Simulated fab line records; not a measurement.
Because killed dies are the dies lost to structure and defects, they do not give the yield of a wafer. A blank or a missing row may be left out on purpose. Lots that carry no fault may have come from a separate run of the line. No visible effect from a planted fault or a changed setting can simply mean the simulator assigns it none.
Matching of chambers -- flow n5Finfet -- 3 sister chambers for N5_BEOL_M0_SAQP_PECVD_04 on pecvd-01
The step deposits a-Si from SiH4/He, target thk 60 nm, time 60.2 s. 3 wafers are shown with their chamber, then 11 later ones without.

WAFERS, EACH WITH ITS CHAMBER
wafer,chamber,showerheadPlenumPTorr (Torr)
L085.4,0,5.69
L087.1,2,5.59
L089.2,1,5.77

WAFERS WHOSE CHAMBER IS MISSING
wafer,showerheadPlenumPTorr (Torr)
L089.3,5.59
L089.4,5.78
L090.1,5.76
L090.3,5.67
L090.4,5.69
L093.1,5.79
L093.4,5.78
L093.5,5.60
L097.2,5.60
L097.3,5.78
L097.5,5.78

EACH ONE'S CHAMBER
wafer,from the rows above,in truth
L089.3,2,2
L089.4,1,1
L090.1,1,1
L090.3,0,0
L090.4,0,0
L093.1,1,1
L093.4,1,1
L093.5,2,2
L097.2,2,2
L097.3,1,1
L097.5,1,1
11 of 11 placed correctly. Can't be placed from these rows: 0. Placed wrongly: 0.
How it was worked out, from the rows above alone: a wafer's distance from a chamber is the root of the sum, over the readings, of the square of ((its reading less the chamber's mean) divided by the reading's scatter). The wafer belongs to the nearest chamber; if the next one is less than 2 further off, it can't be placed. Each chamber's mean is taken over the wafers shown for it. The scatter: root of mean squared gap, hidden wafer to nearest shown wafer, with one shown wafer a chamber.
